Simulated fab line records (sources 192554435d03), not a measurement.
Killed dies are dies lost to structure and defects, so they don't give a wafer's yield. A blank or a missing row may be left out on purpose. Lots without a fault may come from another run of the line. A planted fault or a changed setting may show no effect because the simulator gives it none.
Split-lot trial :: flow n5 finfet :: 7 lots, 21 wafers read, on a route of 1938 steps

## THE SPLIT
At N5_MOL_CONTACT_COAG_ETCH_91 (etches SOC in N2/H2, target depth 60 nm, overetch 21 nm, time 101.2 s), the setting source w was moved away from the recipe's 840 W on 5 of the 21 wafers read, by -15.1% to +17.0%. For the rest of the wafers, this setting stayed at what the recipe calls for.

The split's own step is where the reading is taken.

## THE READING
rf vpp V, in V, at N5_MOL_CONTACT_COAG_ETCH_91 (etches SOC in N2/H2, target depth 60 nm, overetch 21 nm, time 101.2 s). On this fab line, fault-free wafers typically give 524.7 V with a standard deviation of 2.2 V.

wafer: L074.2
tool, chamber at the split: rie diel-06, 2
source w as run, W: 840
against the recipe: recipe
rf vpp V, V: 527.1
against lot-mates on the recipe: -

wafer: L074.4
tool, chamber at the split: rie diel-06, 0
source w as run, W: 840
against the recipe: recipe
rf vpp V, V: 520.6
against lot-mates on the recipe: -

wafer: L074.6
tool, chamber at the split: rie diel-06, 0
source w as run, W: 840
against the recipe: recipe
rf vpp V, V: 520.0
against lot-mates on the recipe: -

wafer: L075.1
tool, chamber at the split: rie diel-06, 2
source w as run, W: 840
against the recipe: recipe
rf vpp V, V: 525.6
against lot-mates on the recipe: -

wafer: L075.4
tool, chamber at the split: rie diel-06, 0
source w as run, W: 840
against the recipe: recipe
rf vpp V, V: 520.3
against lot-mates on the recipe: -

wafer: L075.5
tool, chamber at the split: rie diel-06, 2
source w as run, W: 713.2
against the recipe: -15.1%
rf vpp V, V: 554.3
against lot-mates on the recipe: +31.3

wafer: L078.1
tool, chamber at the split: rie diel-06, 1
source w as run, W: 840
against the recipe: recipe
rf vpp V, V: 525.4
against lot-mates on the recipe: -

wafer: L078.3
tool, chamber at the split: rie diel-06, 0
source w as run, W: 840
against the recipe: recipe
rf vpp V, V: 520.5
against lot-mates on the recipe: -

wafer: L078.6
tool, chamber at the split: rie diel-06, 0
source w as run, W: 976.9
against the recipe: +16.3%
rf vpp V, V: 495.5
against lot-mates on the recipe: -27.5

wafer: L089.1
tool, chamber at the split: rie diel-05, 0
source w as run, W: 840
against the recipe: recipe
rf vpp V, V: 522.4
against lot-mates on the recipe: -

wafer: L089.3
tool, chamber at the split: rie diel-05, 3
source w as run, W: 840
against the recipe: recipe
rf vpp V, V: 522.8
against lot-mates on the recipe: -

wafer: L089.4
tool, chamber at the split: rie diel-05, 0
source w as run, W: 840
against the recipe: recipe
rf vpp V, V: 522.8
against lot-mates on the recipe: -

wafer: L090.4
tool, chamber at the split: rie diel-06, 2
source w as run, W: 840
against the recipe: recipe
rf vpp V, V: 524.7
against lot-mates on the recipe: -

wafer: L090.5
tool, chamber at the split: rie diel-06, 2
source w as run, W: 840
against the recipe: recipe
rf vpp V, V: 525.9
against lot-mates on the recipe: -

wafer: L090.6
tool, chamber at the split: rie diel-06, 1
source w as run, W: 840
against the recipe: recipe
rf vpp V, V: 525.1
against lot-mates on the recipe: -

wafer: L091.2
tool, chamber at the split: rie diel-06, 3
source w as run, W: 840
against the recipe: recipe
rf vpp V, V: 526.5
against lot-mates on the recipe: -

wafer: L091.3
tool, chamber at the split: rie diel-06, 1
source w as run, W: 950.1
against the recipe: +13.1%
rf vpp V, V: 504.5
against lot-mates on the recipe: -21.8

wafer: L091.4
tool, chamber at the split: rie diel-06, 2
source w as run, W: 840
against the recipe: recipe
rf vpp V, V: 526.0
against lot-mates on the recipe: -

wafer: L096.1
tool, chamber at the split: rie diel-06, 0
source w as run, W: 983.2
against the recipe: +17.0%
rf vpp V, V: 493.9
against lot-mates on the recipe: -29.8

wafer: L096.3
tool, chamber at the split: rie diel-06, 3
source w as run, W: 840
against the recipe: recipe
rf vpp V, V: 523.7
against lot-mates on the recipe: -

wafer: L096.5
tool, chamber at the split: rie diel-06, 1
source w as run, W: 983.2
against the recipe: +17.0%
rf vpp V, V: 499.0
against lot-mates on the recipe: -24.7

FIT RESULTS
A straight line over all 21 wafers: rf vpp V changes by -1.71 V for each +1% of source w; r = -0.98; the points scatter about the line by 2.7 V.
The same after taking each lot's own level away (the mean of its wafers on the recipe; 21 wafers): -1.73 V for each +1%; r = -0.99; scatter 2.3 V.
That fit puts the effect of the largest move of source w on the reading at 30 V.
The span of the lots' own levels, 522.57 to 526.25 V, comes to 1.7 times the standard deviation stated above.
Consequently the slope shifts little with the lot-to-lot level, the two slopes agreeing.
Check: for one of the wafers moved furthest among these (+17.0%), held out of the fit, the line's prediction against its lot-mates is -28.8 V. It came out at -29.8 V against them.
Tool readings at the split's step, against how far the setting was moved: rf vpp V r = -0.98.

## ADDITIONAL SPLITS CARRIED BY THESE WAFERS
Before the reading, these wafers also passed through other splits. Each is held against what the fit with the lots' levels taken away leaves over:
other split on the same wafers: N5_MOL_CONTACT_COAG_COAT_58 spin rpm
wafers away from the commonest value: 8
r with rf vpp V (lot level and that fit taken away): -0.28

other split on the same wafers: N5_MOL_CONTACT_COAG_ETCH_105 bias w
wafers away from the commonest value: 5
r with rf vpp V (lot level and that fit taken away): -0.24

## FILE'S OWN FIT
rf vpp V changes by -1.75 V for each +1% of source w, r = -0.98.
